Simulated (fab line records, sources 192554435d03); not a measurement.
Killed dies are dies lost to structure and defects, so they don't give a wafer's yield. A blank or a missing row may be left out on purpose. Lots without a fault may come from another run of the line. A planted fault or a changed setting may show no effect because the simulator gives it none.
Which tool did it? | flow n5_finfet | 9 lots, 26 wafers sampled, at 7 steps of a route of 1938

WHAT THE GAUGES READ, wafer by wafer
N5_MOL_CONTACT_COAG_CD_MEAS_40: target cd 25.1 nm.
lot  | measured     | on        | cd_nm (nm)
L869 | day 5 06:05  | cd_sem-01 | 25.08 25.15 24.99
L876 | day 6 22:49  | cd_sem-02 | 24.97 24.84 24.55
L875 | day 7 03:50  | cd_sem-01 | 25.11 24.77 25.55
L877 | day 7 08:52  | cd_sem-01 | 25.35 24.94 25.08
L885 | day 9 09:39  | cd_sem-01 | 16.73 25.06 25.11
L887 | day 9 16:09  | cd_sem-03 | 17.29 25.28
L889 | day 10 09:20 | cd_sem-01 | 25.21 25.41 25.37
L890 | day 10 09:32 | cd_sem-02 | 25.47 25.33 25.10
L892 | day 10 20:58 | cd_sem-01 | 24.69 25.57 24.89

N5_MOL_CONTACT_COAG_CD_MEAS_101: target cd 16 nm.
lot  | measured     | on        | cd_nm (nm)
L869 | day 5 07:19  | cd_sem-03 | 15.6 16.6 16.2
L876 | day 6 23:59  | cd_sem-01 | 16.1 16.3 16.0
L875 | day 7 04:53  | cd_sem-03 | 16.1 16.1 16.1
L877 | day 7 10:01  | cd_sem-01 | 16.3 15.7 15.6
L885 | day 9 10:36  | cd_sem-02 | 7.0 15.1 15.3
L887 | day 9 17:20  | cd_sem-01 | 8.0 16.4
L889 | day 10 10:20 | cd_sem-03 | 15.7 16.0 15.9
L890 | day 10 10:51 | cd_sem-03 | 15.8 16.8 15.9
L892 | day 10 22:12 | cd_sem-03 | 16.0 16.1 16.2

N5_BEOL_M4_RC_MEAS_101.
lot  | measured     | on        | DIBL_N (mV/V)  | DIBL_P (mV/V)  | IOFF_N (nA/um) | IOFF_P (nA/um) | ION_N (uA/um) | ION_P (uA/um) | SS_N (mV/dec)  | SS_P (mV/dec)  | VT_N (mV)   | VT_P (mV)
L869 | day 7 19:40  | prober-02 | 35.0 35.8 35.0 | 34.4 36.3 35.2 | 0.15 0.17 0.15 | 0.16 0.19 0.17 | 664 691 671   | 450 467 459   | 71.5 72.1 72.0 | 73.0 73.8 72.7 | 250 248 248 | -254 -252 -252
L876 | day 9 17:13  | prober-01 | 36.0 39.2 38.9 | 35.7 39.2 39.0 | 0.15 0.21 0.20 | 0.20 0.27 0.25 | 665 683 676   | 462 468 470   | 71.5 72.0 72.2 | 72.8 74.2 73.1 | 254 251 248 | -250 -248 -250
L875 | day 10 00:50 | prober-01 | 38.6 36.7 35.0 | 40.7 37.9 36.7 | 0.21 0.17 0.13 | 0.24 0.19 0.17 | 691 683 665   | 467 459 451   | 72.3 72.1 71.1 | 73.7 72.5 72.8 | 247 249 254 | -250 -251 -255
L877 | day 9 22:04  | prober-02 | 36.3 38.0 36.0 | 36.0 39.9 36.2 | 0.15 0.19 0.15 | 0.18 0.26 0.19 | 663 677 667   | 455 462 458   | 71.7 71.8 71.1 | 73.6 74.1 73.6 | 251 249 249 | -253 -249 -251
L885 | day 12 01:58 | prober-02 | 34.5 33.8      | 35.6 34.5      | 0.13 0.12      | 0.19 0.18      | 667 667       | 461 469       | 70.7 70.6      | 73.1 72.2      | 251 251     | -251 -251
L887 | day 12 16:58 | prober-01 | 32.9           | 31.6           | 0.11           | 0.15           | 661           | 456           | 70.9           | 72.5           | 252         | -256
L889 | day 12 18:34 | prober-02 | 35.1 36.7 34.3 | 36.4 38.3 35.3 | 0.15 0.19 0.14 | 0.23 0.26 0.21 | 668 679 669   | 461 472 466   | 71.7 72.2 71.8 | 73.3 72.9 72.9 | 248 246 252 | -248 -245 -248
L890 | day 12 23:56 | prober-01 | 37.1 36.5 33.7 | 37.8 36.8 32.5 | 0.17 0.15 0.11 | 0.21 0.20 0.15 | 679 674 660   | 458 468 454   | 72.1 71.4 70.9 | 74.1 73.9 72.8 | 246 251 255 | -251 -255 -255
L892 | day 13 23:44 | prober-02 | 34.4 35.2 32.4 | 33.0 34.1 30.8 | 0.11 0.12 0.09 | 0.17 0.18 0.14 | 659 658 653   | 459 459 453   | 70.6 71.7 70.3 | 72.5 72.9 71.6 | 255 255 257 | -251 -253 -255

WHICH TOOL RAN EACH LOT (tool, then ch and the chambers of the sampled wafers, then the start)
lot  | N5_MOL_CONTACT_COAG_ETCH_91        | N5_MOL_CONTACT_COAG_EXPOSE_37     | N5_MOL_CONTACT_COAG_ALD_133       | N5_MOL_CONTACT_COAG_ETCHBACK_134
L869 | rie_diel-02 ch 0,2,3, day 5 05:01  | euv_scanner-02 ch 0, day 5 05:57  | ald_sin-01 ch 0,1,2, day 5 06:36  | rie_diel-02 ch 1,2,3, day 5 06:48
L876 | rie_diel-02 ch 0,1, day 6 22:02    | euv_scanner-02 ch 0, day 6 22:40  | ald_sin-04 ch 0,3, day 6 23:15    | rie_diel-04 ch 1,3, day 6 23:26
L875 | rie_diel-05 ch 0,1,3, day 7 02:37  | euv_scanner-01 ch 0, day 7 03:41  | ald_sin-03 ch 0,1,3, day 7 04:05  | rie_diel-05 ch 0,2,3, day 7 04:19
L877 | rie_diel-04 ch 0,2,3, day 7 07:41  | euv_scanner-02 ch 0, day 7 08:44  | ald_sin-01 ch 1,2, day 7 09:17    | rie_diel-04 ch 0,2,3, day 7 09:31
L885 | rie_diel-05 ch 2,3, day 9 08:52    | euv_scanner-02 ch 0, day 9 09:31  | ald_sin-01 ch 0,3, day 9 09:55    | rie_diel-05 ch 1,2, day 9 10:05
L887 | rie_diel-04 ch 1,3, day 9 15:11    | euv_scanner-02 ch 0, day 9 16:01  | ald_sin-04 ch 1,2, day 9 16:39    | rie_diel-02 ch 0,3, day 9 16:50
L889 | rie_diel-05 ch 0,2,3, day 10 08:26 | euv_scanner-01 ch 0, day 10 09:12 | ald_sin-01 ch 0,1,2, day 10 09:36 | rie_diel-04 ch 0,2,3, day 10 09:50
L890 | rie_diel-04 ch 0,1,3, day 10 08:45 | euv_scanner-01 ch 0, day 10 09:23 | ald_sin-03 ch 0,2,3, day 10 10:00 | rie_diel-04 ch 0,1,3, day 10 10:20
L892 | rie_diel-05 ch 0,3, day 10 20:12   | euv_scanner-01 ch 0, day 10 20:50 | ald_sin-04 ch 0,1,3, day 10 21:30 | rie_diel-02 ch 0,2, day 10 21:41
- N5_MOL_CONTACT_COAG_ETCH_91: etches SOC in N2/H2, target depth 60 nm, overetch 21 nm, time 101.2 s.
- N5_MOL_CONTACT_COAG_EXPOSE_37: exposes mask VD, defocus 0 nm.
- N5_MOL_CONTACT_COAG_ALD_133: deposits SiO2, target thk 5 nm, pulse time 1 s, co reactant pulse time 1 s.
- N5_MOL_CONTACT_COAG_ETCHBACK_134: etches SiO2 in CHF3, target depth 10 nm, time 6.7 s.

WHAT THE TOOLS THEMSELVES READ (means of the sampled wafers that have a number; where no wafer has one, the mark that the record gives instead)
N5_MOL_CONTACT_COAG_ETCH_91.
lot  | tool        | drypump_motor_current_A (A) | oes_product_au (a.u.) | rf_vpp_V (V) | showerhead_plenum_p_Torr (Torr) | throttle_valve_pct (%)
L869 | rie_diel-02 | 5.8                         | 0.71                  | 522.4        | 2.50                            | 17.65
L876 | rie_diel-02 | 5.4                         | 0.60                  | 524.3        | 2.60                            | 18.01
L875 | rie_diel-05 | 5.6                         | 0.64                  | 525.4        | 2.58                            | 17.83
L877 | rie_diel-04 | 5.5                         | 0.68                  | 526.2        | 2.63                            | 17.78
L885 | rie_diel-05 | 5.8                         | 0.58                  | 524.7        | 2.58                            | 17.44
L887 | rie_diel-04 | 5.2                         | 0.75                  | 525.0        | 2.60                            | 17.58
L889 | rie_diel-05 | 5.7                         | 0.62                  | 524.9        | 2.60                            | 17.61
L890 | rie_diel-04 | 5.4                         | 0.70                  | 524.5        | 2.58                            | 17.63
L892 | rie_diel-05 | 5.7                         | 0.62                  | 524.2        | 2.56                            | 17.67

N5_MOL_CONTACT_COAG_EXPOSE_37.
lot  | tool           | reticle_temp_C (C)
L869 | euv_scanner-02 | 23.01
L876 | euv_scanner-02 | 23.00
L875 | euv_scanner-01 | 23.06
L877 | euv_scanner-02 | 22.92
L885 | euv_scanner-02 | 22.98
L887 | euv_scanner-02 | 22.99
L889 | euv_scanner-01 | 22.90
L890 | euv_scanner-01 | 22.92
L892 | euv_scanner-01 | 22.90

N5_MOL_CONTACT_COAG_ALD_133.
lot  | tool       | heater_power_w (W) | precursor_pulse_height_rel
L869 | ald_sin-01 | 70                 | 1.000
L876 | ald_sin-04 | 70                 | 1.006
L875 | ald_sin-03 | 81                 | 0.992
L877 | ald_sin-01 | 74                 | 0.985
L885 | ald_sin-01 | 71                 | 0.993
L887 | ald_sin-04 | 79                 | 1.020
L889 | ald_sin-01 | 71                 | 1.004
L890 | ald_sin-03 | 82                 | 1.007
L892 | ald_sin-04 | 75                 | 0.982

N5_MOL_CONTACT_COAG_ETCHBACK_134.
lot  | tool        | drypump_motor_current_A (A) | mfc_ar_sccm (sccm) | oes_product_au (a.u.) | rf_vpp_V (V) | showerhead_plenum_p_Torr (Torr) | throttle_valve_pct (%)
L869 | rie_diel-02 | 5.8                         | 200.4              | 0.80                  | 523          | 2.36                            | 18.79
L876 | rie_diel-04 | 5.1                         | 199.9              | 0.85                  | 522          | 2.47                            | 18.50
L875 | rie_diel-05 | 5.7                         | 199.2              | 0.77                  | 528          | 2.44                            | 18.46
L877 | rie_diel-04 | 5.5                         | 200.4              | 0.81                  | 519          | 2.46                            | 18.65
L885 | rie_diel-05 | 5.7                         | 200.1              | 0.79                  | 520          | 2.42                            | 18.45
L887 | rie_diel-02 | 5.5                         | 200.1              | 0.82                  | 514          | 2.37                            | 18.64
L889 | rie_diel-04 | 5.5                         | 200.1              | 0.78                  | 519          | 2.45                            | 18.69
L890 | rie_diel-04 | 5.4                         | 199.6              | 0.83                  | 522          | 2.41                            | 18.45
L892 | rie_diel-02 | 6.2                         | 199.9              | 0.75                  | 525          | 2.31                            | 18.58

THE ANSWER, worked out from the rows above alone
Rule: what is usual is taken from the lots themselves. Put in order of their means at a reading, lots are off if they are a third of the lots or fewer, leave a main group of 4 or more, and stand apart from it by a gap of 3 or more times the standard deviation of the main group's means; of several such gaps the widest counts. A main group whose means are all the same, to the digits that the tables above print for the reading, isn't used. A lot without any number at a reading at which 4 lots or more have one is off too. The other lots that the step has rows for count as sound. The gauges are gone through in route order, then the tools' own readings, and for those a lot's mean is taken as printed above. The first step at which some lot is off is used, and at that step the reading that is off furthest; a lot without a number counts as furthest.
Off: L885, L887, at N5_MOL_CONTACT_COAG_CD_MEAS_40 (cd_nm). The main group: mean 25.12 nm, standard deviation 0.17.
A tool fits if, at a process step before that reading, it ran every lot that is off, and no sound lot after the first of them. The gauges at N5_MOL_CONTACT_COAG_CD_MEAS_40 aren't tried: what is off there is off at N5_BEOL_M4_RC_MEAS_101 too, on other tools, and a gauge's error can't cause that. One fits: euv_scanner-02 at N5_MOL_CONTACT_COAG_EXPOSE_37. Its last sound lot is L877 (day 7 08:44), its first lot that is off L885 (day 9 09:31): a fault that began between those two fits.

WHAT THE SIMULATOR HAD PUT IN
Process parameter drift: euv_scanner-02, from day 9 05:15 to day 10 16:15, at N5_MOL_CONTACT_COAG_EXPOSE_37. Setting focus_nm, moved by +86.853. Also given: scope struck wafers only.
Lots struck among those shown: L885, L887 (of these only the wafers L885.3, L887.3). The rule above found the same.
